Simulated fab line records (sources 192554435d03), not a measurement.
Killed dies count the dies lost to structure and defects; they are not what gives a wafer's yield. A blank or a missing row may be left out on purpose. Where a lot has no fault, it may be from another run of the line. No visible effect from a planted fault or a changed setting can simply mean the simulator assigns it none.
Split-lot experiment + flow n5 finfet + 7 lots, 21 wafers read, on a route of 1938 steps

## THE SPLIT
At N5_BEOL_M15_SPUTTER_43 (material TaN, target thk 15 nm, time 24.19 s), the setting time s was moved away from the recipe's 24.19 s on 10 of the 21 wafers read, by -13.6% to +11.0%. This setting was run at the recipe's value on the other wafers.

The split's own step is where the reading is taken.

## THE READING
TaN_of_BEOL_M15_SPUTTER_43.thk nm (the simulator's own value, which no gauge read), in nm, at N5_BEOL_M15_SPUTTER_43 (material TaN, target thk 15 nm, time 24.19 s). No usual value for it is given in the file. Here, 11 wafers ran the recipe; their average is 15.1 nm with a standard deviation of 0.21 nm.

| wafer  | tool, chamber at the split | time s as run, s | against the recipe | TaN_of_BEOL_M15_SPUTTER_43.thk nm, nm | against lot-mates on the recipe |
|--------|----------------------------|------------------|--------------------|---------------------------------------|---------------------------------|
| L081.2 | pvd sputter-02, -          | 24.19            | recipe             | 14.8                                  | -                               |
| L081.3 | pvd sputter-02, -          | 24.19            | recipe             | 15                                    | -                               |
| L081.4 | pvd sputter-02, -          | 24.19            | recipe             | 15                                    | -                               |
| L082.1 | pvd sputter-03, -          | 26.85            | +11.0%             | 17                                    | +2.0                            |
| L082.4 | pvd sputter-03, -          | 24.19            | recipe             | 14.8                                  | -                               |
| L082.5 | pvd sputter-03, -          | 24.19            | recipe             | 15.2                                  | -                               |
| L083.1 | pvd sputter-03, -          | 24.19            | recipe             | 15                                    | -                               |
| L083.4 | pvd sputter-03, -          | 24.19            | recipe             | 15                                    | -                               |
| L083.6 | pvd sputter-03, -          | 24.19            | recipe             | 15                                    | -                               |
| L089.2 | pvd sputter-03, -          | 24.19            | recipe             | 15.6                                  | -                               |
| L089.3 | pvd sputter-03, -          | 21.27            | -12.1%             | 13.4                                  | -1.9                            |
| L089.6 | pvd sputter-03, -          | 24.19            | recipe             | 15                                    | -                               |
| L092.4 | pvd sputter-02, -          | 21.81            | -9.8%              | 13.4                                  | no lot-mate on the recipe       |
| L092.5 | pvd sputter-02, -          | 21.81            | -9.8%              | 13.4                                  | no lot-mate on the recipe       |
| L092.6 | pvd sputter-02, -          | 21.81            | -9.8%              | 13.6                                  | no lot-mate on the recipe       |
| L094.2 | pvd sputter-01, -          | 25.82            | +6.7%              | 16                                    | +0.8                            |
| L094.4 | pvd sputter-01, -          | 25.82            | +6.7%              | 16.2                                  | +1.0                            |
| L094.6 | pvd sputter-01, -          | 24.19            | recipe             | 15.2                                  | -                               |
| L093.1 | pvd sputter-03, -          | 20.91            | -13.6%             | 13                                    | no lot-mate on the recipe       |
| L093.3 | pvd sputter-03, -          | 20.91            | -13.6%             | 13.2                                  | no lot-mate on the recipe       |
| L093.5 | pvd sputter-03, -          | 20.91            | -13.6%             | 13.2                                  | no lot-mate on the recipe       |

FIT RESULTS
A straight line over all 21 wafers: TaN_of_BEOL_M15_SPUTTER_43.thk nm changes by +0.152 nm for each +1% of time s; r = +0.99; the points scatter about the line by 0.2 nm.
The same after taking each lot's own level away (the mean of its wafers on the recipe; 15 wafers): +0.16 nm for each +1%; r = +0.98; scatter 0.18 nm.
According to that fit, moving time s by its largest amount changes the reading by 2.2 nm.
From 14.93 to 15.30 nm: that is the span of the lots' own levels, equal to 1.7 times the standard deviation above.
The two slopes are in agreement: the lot-to-lot level therefore moves the slope only a little.
Check: with one of the wafers moved furthest among these (-12.1%) left out of the fit, the line predicts -1.98 nm for it against its lot-mates. It came out at -1.9 nm against them.

## OTHER SPLITS ON THESE WAFERS
Other splits were also applied to these wafers ahead of the reading. Each is held against what the fit with the lots' levels taken away leaves over:
| other split on the same wafers    | wafers away from the commonest value | r with TaN_of_BEOL_M15_SPUTTER_43.thk nm (lot level and that fit taken away) |
|-----------------------------------|--------------------------------------|------------------------------------------------------------------------------|
| N5_BEOL_M10_TRENCH_ETCH_37 time s | 5                                    | +0.01                                                                        |
| N5_BEOL_M11_CURE_72 time s        | 6                                    | +0.18                                                                        |
| N5_BEOL_M11_ALD_74 ald cycles     | 6                                    | -0.29                                                                        |
| N5_BEOL_M13_ETCH_68 time s        | 9                                    | -0.45                                                                        |
| N5_BEOL_M14_SPUTTER_43 power w    | 7                                    | +0.04                                                                        |

## THE FILE'S OWN FIT
TaN_of_BEOL_M15_SPUTTER_43.thk nm changes by +0.163 nm for each +1% of time s, r = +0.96.
